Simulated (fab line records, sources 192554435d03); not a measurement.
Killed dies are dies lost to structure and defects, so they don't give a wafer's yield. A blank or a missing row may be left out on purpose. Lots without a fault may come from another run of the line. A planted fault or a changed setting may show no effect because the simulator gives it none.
Chamber matching | flow n5_finfet | N5_BEOL_M5_STRIP_19 on rie_diel-01: 4 sister chambers
The step strips in O2. 18 wafers are shown with their chamber, then 9 later ones without.

WAFERS WITH THEIR CHAMBER
wafer  | chamber | drypump_motor_current_A (A) | throttle_valve_pct (%) | oes_product_au (a.u.)
L081.2 | 0       | 5.79                        | 16.49                  | 0.82
L081.5 | 0       | 5.76                        | 16.51                  | 0.82
L081.6 | 1       | 5.95                        | 16.97                  | 0.72
L083.4 | 1       | 5.91                        | 16.96                  | 0.72
L083.5 | 0       | 5.76                        | 16.50                  | 0.82
L083.6 | 1       | 5.91                        | 16.97                  | 0.71
L082.1 | 1       | 5.93                        | 16.97                  | 0.72
L082.2 | 3       | 5.72                        | 16.76                  | 0.76
L082.3 | 0       | 5.78                        | 16.54                  | 0.82
L087.2 | 0       | 5.84                        | 16.53                  | 0.81
L087.3 | 3       | 5.70                        | 16.76                  | 0.74
L087.6 | 1       | 5.93                        | 16.98                  | 0.71
L088.1 | 1       | 5.92                        | 16.99                  | 0.71
L088.3 | 3       | 5.70                        | 16.78                  | 0.75
L088.4 | 0       | 5.77                        | 16.54                  | 0.81
L090.3 | 2       | 6.36                        | 16.80                  | 0.71
L090.4 | 1       | 5.92                        | 16.98                  | 0.71
L090.6 | 0       | 5.79                        | 16.56                  | 0.80

SIGNATURES (means of the wafers above)
reading                 | chamber 0 | chamber 1 | chamber 2 | chamber 3 | scatter within a chamber
drypump_motor_current_A | 5.7843    | 5.9243    | 6.3600    | 5.7067    | 0.0207
throttle_valve_pct      | 16.5243   | 16.9743   | 16.8000   | 16.7667   | 0.0181
oes_product_au          | 0.8143    | 0.7143    | 0.7100    | 0.7500    | 0.00728
Rule: a wafer's distance from a chamber is the root of the sum, over the readings, of the square of ((its reading less the chamber's mean) divided by the reading's scatter). The wafer belongs to the nearest chamber; if the next one is less than 2 further off, it can't be placed. The scatter: the root of (the sum of the squares of (reading less its chamber's mean) over the shown wafers, divided by (wafers less chambers)).

WAFERS WITHOUT THEIR CHAMBER
wafer  | drypump_motor_current_A (A) | throttle_valve_pct (%) | oes_product_au (a.u.)
L089.3 | 5.91                        | 17.00                  | 0.70
L089.4 | 5.77                        | 16.54                  | 0.80
L089.5 | 6.37                        | 16.80                  | 0.71
L092.1 | 5.69                        | 16.78                  | 0.75
L092.4 | 5.91                        | 17.01                  | 0.70
L092.6 | 6.30                        | 16.82                  | 0.70
L091.2 | 5.93                        | 17.00                  | 0.70
L091.4 | 6.39                        | 16.81                  | 0.71
L091.5 | 5.70                        | 16.77                  | 0.74

WHICH CHAMBER EACH WENT THROUGH
wafer  | from the rows above | in truth
L089.3 | 1                   | 1
L089.4 | 0                   | 0
L089.5 | 2                   | 2
L092.1 | 3                   | 3
L092.4 | 1                   | 1
L092.6 | 2                   | 2
L091.2 | 1                   | 1
L091.4 | 2                   | 2
L091.5 | 3                   | 3
Placed correctly: 9 of 9. Can't be placed from these rows: 0. Placed wrongly: 0.
